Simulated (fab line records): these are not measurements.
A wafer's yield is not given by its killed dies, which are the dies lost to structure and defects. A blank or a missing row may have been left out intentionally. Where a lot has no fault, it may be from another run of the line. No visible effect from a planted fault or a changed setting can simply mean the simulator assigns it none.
Which of the tools did it?    flow nand-harc    Sampling: 11 lots, 33 wafers, 7 of 1159 route steps

WHAT EACH GAUGE READ, for each wafer
NHARC_A_ZERO_WELL_INSPECT_17. Usual: raw-defect-count at 11, with a standard deviation of 6.1.
lot   measured      on                 raw-defect-count  flag
L701  day 7 03:18   defect-inspect-02  14 8 13           
L702  day 7 16:03   defect-inspect-01  2 12 3            
L704  day 7 16:40   defect-inspect-01  3 8 6             
L706  day 8 16:54   defect-inspect-02  1 9 3             
L709  day 9 15:07   defect-inspect-02  10 6 9            
L710  day 9 18:16   defect-inspect-02  8 6 31            
L714  day 10 10:08  defect-inspect-01  366 399 353       OFF
L716  day 10 17:27  defect-inspect-01  17 6 12           
L720  day 11 14:22  defect-inspect-01  3 2 12            
L719  day 11 14:46  defect-inspect-02  396 371 382       OFF
L722  day 12 11:53  defect-inspect-01  6 9 7             

NHARC_A_SOURCE_PLATE_INSPECT_08. Usual: raw-defect-count at 59, with a standard deviation of 24.
lot   measured      on                 raw-defect-count  flag
L701  day 8 02:06   defect-inspect-02  134 76 53         
L702  day 8 12:29   defect-inspect-01  69 85 91          
L704  day 8 12:28   defect-inspect-01  35 47 42          
L706  day 9 14:44   defect-inspect-02  36 36 47          
L709  day 10 11:50  defect-inspect-01  72 67 82          
L710  day 10 11:50  defect-inspect-02  23 44 63          
L714  day 11 06:48  defect-inspect-01  388 416 395       OFF
L716  day 11 14:50  defect-inspect-02  49 44 41          
L720  day 12 13:54  defect-inspect-01  60 56 64          
L719  day 12 13:54  defect-inspect-02  438 401 424       OFF
L722  day 13 08:28  defect-inspect-01  57 53 33          

NHARC_A_ONON_D1_THK_MEAS_02: measures by ellipsometry. Usual: thk-nm at 997 nm, with a standard deviation of 9.6.
lot   measured      on             thk-nm (nm)     flag
L701  day 8 02:40   film-metro-02  1002 1003 1003  
L702  day 8 13:05   film-metro-02  984 987 984     
L704  day 8 13:03   film-metro-01  995 995 996     
L706  day 9 15:18   film-metro-02  1012 1012 1013  
L709  day 10 12:26  film-metro-01  1004 1006 1005  
L710  day 10 12:25  film-metro-01  1008 1010 1013  
L714  day 11 07:43  film-metro-01  1004 1006 1006  
L716  day 11 15:25  film-metro-02  1014 1011 1012  
L720  day 12 14:29  film-metro-02  995 995 996     
L719  day 12 14:29  film-metro-01  984 985 985     
L722  day 13 09:22  film-metro-01  987 985 986     

NHARC_END_SORT_01. Usual: killed-at-array 28, standard deviation 11; killed-at-other 0.6, standard deviation 0.85; killed-at-periphery 2.8, standard deviation 2.3; killed-dies 31, standard deviation 11; killed-open 3.1, standard deviation 1.6; killed-short 2.0, standard deviation 1.4.
lot   measured      on         killed-at-array  killed-at-other  killed-at-periphery  killed-dies  killed-open  killed-short  flag
L714  day 23 16:34  prober-02  88 80 64         1 0 0            1 2 3                90 82 67     4 5 4        3 3 1         OFF
L719  day 24 15:09  prober-02  93 75 62         1 0 1            4 1 1                98 76 64     6 1 3        1 3 1         OFF

EACH LOT AND THE TOOL THAT RAN IT (in order: tool; ch and the chambers of the sampled wafers; start)
lot   NHARC_P_BONDPAD_DESCUM_11           NHARC_P_BONDPAD_ETCH_24                        NHARC_A_ZERO_WELL_PRECLEAN_00
L701  rie-diel-09 ch 0,1,2, day 6 21:47   rie-diel-09 ch 1,2,3, day 7 01:05 or earlier   wet-bench-05 ch 3,5,7, day 7 01:05
L702  rie-diel-09 ch 0,2,3, day 7 10:43   rie-diel-09 ch 0,1,2, day 7 13:57 or earlier   wet-bench-05 ch 0,6,7, day 7 13:57
L704  rie-diel-09 ch 1,2, day 7 11:15     rie-diel-09 ch 0,1,2, day 7 14:26 or earlier   wet-bench-05 ch 0,3,7, day 7 14:26
L706  rie-diel-09 ch 1,2,3, day 8 11:34   rie-diel-09 ch 0,3, day 8 14:42 or earlier     wet-bench-05 ch 0,6,7, day 8 14:42
L709  rie-diel-02 ch 0,2, day 9 09:40     rie-diel-09 ch 1,2, day 9 12:55 or earlier     wet-bench-05 ch 0,3,6, day 9 12:55
L710  rie-diel-08 ch 0,1,2, day 9 12:49   rie-diel-09 ch 0,2,3, day 9 16:01 or earlier   wet-bench-06 ch 2,4,5, day 9 16:01
L714  rie-diel-08 ch 1,2,3, day 10 04:29  rie-diel-08 ch 1,2,3, day 10 08:00 or earlier  wet-bench-05 ch 3,4,7, day 10 08:00
L716  rie-diel-08 ch 1,2,3, day 10 12:02  rie-diel-09 ch 0,2, day 10 15:14 or earlier    wet-bench-02 ch 0,1,7, day 10 15:14
L720  rie-diel-09 ch 0,1, day 11 09:01    rie-diel-02 ch 0,1, day 11 12:08 or earlier    wet-bench-06 ch 1,4,5, day 11 12:08
L719  rie-diel-09 ch 0,1, day 11 09:22    rie-diel-09 ch 0,2,3, day 11 12:32 or earlier  wet-bench-05 ch 0,3,4, day 11 12:32
L722  rie-diel-09 ch 0,2,3, day 12 06:15  rie-diel-09 ch 0,3, day 12 09:25 or earlier    wet-bench-06 ch 1,3,4, day 12 09:25
- NHARC_P_BONDPAD_DESCUM_11: chemistry O2, time 3 s.
- NHARC_P_BONDPAD_ETCH_24: etches the open film in CF4/N2, target depth 30 nm, time 72.99 s.
- NHARC_A_ZERO_WELL_PRECLEAN_00: cleans in SPM, time 600 s.

AS READ BY THE TOOLS THEMSELVES (means over the sampled wafers that have a number; for cases with no such wafer, the mark the record gives instead)
NHARC_P_BONDPAD_DESCUM_11. Usual: drypump-motor-current-A 5.6 A, standard deviation 0.33; oes-product-au 1.000 a.u., standard deviation 0.01; rf-vpp-V 57.7 V, standard deviation 0.96; showerhead-plenum-p-Torr 1.90 Torr, standard deviation 0.1; throttle-valve-pct 11.311 %, standard deviation 0.0094.
lot   tool         drypump-motor-current-A (A)  oes-product-au (a.u.)  rf-vpp-V (V)  showerhead-plenum-p-Torr (Torr)  throttle-valve-pct (%)  flag
L701  rie-diel-09  5.6                          0.992                  58.1          1.93                             11.308                  
L702  rie-diel-09  5.6                          1.001                  57.1          1.86                             11.311                  
L704  rie-diel-09  5.8                          0.998                  57.5          1.88                             11.310                  
L706  rie-diel-09  5.7                          0.992                  58.5          1.89                             11.315                  
L709  rie-diel-02  5.4                          0.998                  58.3          2.04                             11.305                  
L710  rie-diel-08  5.5                          1.006                  57.1          1.87                             11.311                  
L714  rie-diel-08  5.6                          1.004                  57.7          1.88                             11.320                  
L716  rie-diel-08  5.6                          0.999                  57.4          1.88                             11.298                  
L720  rie-diel-09  5.6                          0.998                  58.3          2.01                             11.314                  
L719  rie-diel-09  5.6                          0.995                  59.1          2.01                             11.305                  
L722  rie-diel-09  5.6                          1.004                  57.9          1.85                             11.302                  

NHARC_P_BONDPAD_ETCH_24. Usual: value, then standard deviation, for each; cf4-flow-sccm 50.01 sccm / 0.14; drypump-motor-current-A 5.60 A / 0.28; n2-flow-sccm 100.00 sccm / 0.29; oes-product-au 1.000 a.u. / 0.0099; rf-vpp-V 313.8 V / 2.2; showerhead-plenum-p-Torr 2.61 Torr / 0.13; throttle-valve-pct 19.793 % / 0.0097.
lot   tool         cf4-flow-sccm (sccm)  drypump-motor-current-A (A)  n2-flow-sccm (sccm)  oes-product-au (a.u.)  rf-vpp-V (V)  showerhead-plenum-p-Torr (Torr)  throttle-valve-pct (%)  flag
L701  rie-diel-09  49.88                 5.69                         99.86                0.995                  312.9         2.60                             19.796                  
L702  rie-diel-09  49.92                 5.64                         100.14               0.993                  314.5         2.65                             19.794                  
L704  rie-diel-09  49.78                 5.64                         100.19               0.997                  315.2         2.65                             19.798                  
L706  rie-diel-09  49.93                 5.45                         99.87                1.006                  314.1         2.62                             19.797                  
L709  rie-diel-09  49.97                 5.75                         99.78                1.004                  314.4         2.70                             19.789                  
L710  rie-diel-09  50.03                 5.58                         99.99                0.994                  313.7         2.55                             19.796                  
L714  rie-diel-08  50.05                 5.61                         99.96                0.999                  313.8         2.58                             19.789                  
L716  rie-diel-09  50.12                 5.51                         100.22               1.001                  314.4         2.60                             19.799                  
L720  rie-diel-02  49.97                 5.00                         99.80                0.987                  315.6         2.71                             19.782                  
L719  rie-diel-09  49.96                 5.57                         99.96                0.999                  313.9         2.55                             19.804                  
L722  rie-diel-09  49.96                 5.51                         99.99                0.995                  313.0         2.56                             19.792                  

THE ANSWER, worked out from the rows above alone
Rule: lot off if the mean of its wafers having a number is beyond 3 standard deviations from the usual mean. Also off: a lot with no number at a reading for which 4 or more lots have one. Where the step has rows for the other lots, those lots are counted as sound. First the gauges in route order, then the tools' own readings, where a lot's mean is used as printed above. At the first step where some lot is off, the reading lying furthest off is the one used; lots without a number count as furthest.
Off, at NHARC_A_ZERO_WELL_INSPECT_17 on raw-defect-count: L714, L719.
A tool fits if, at a process step before that reading, it ran every lot that is off, and no sound lot after the first of them. Not tried: the gauges at NHARC_A_ZERO_WELL_INSPECT_17; whatever is off there is also off at NHARC_END_SORT_01, on other tools, and gauge error can't account for it. Because NHARC_P_BONDPAD_ETCH_24 lacks a start for some lots, the hours and order of its lots are taken from NHARC_A_ZERO_WELL_PRECLEAN_00. One fits: NHARC_A_ZERO_WELL_PRECLEAN_00 on wet-bench-05. Its last sound lot is L709 (day 9 12:55), its first lot that is off L714 (day 10 08:00): a fault that began between those two fits.

WHAT THE SIMULATOR HAD PUT IN
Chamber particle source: wet-bench-05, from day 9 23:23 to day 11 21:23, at NHARC_A_ZERO_WELL_PRECLEAN_00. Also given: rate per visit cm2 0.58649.
Shown lots that were struck: L714, L719. The rule above reached the same finding.
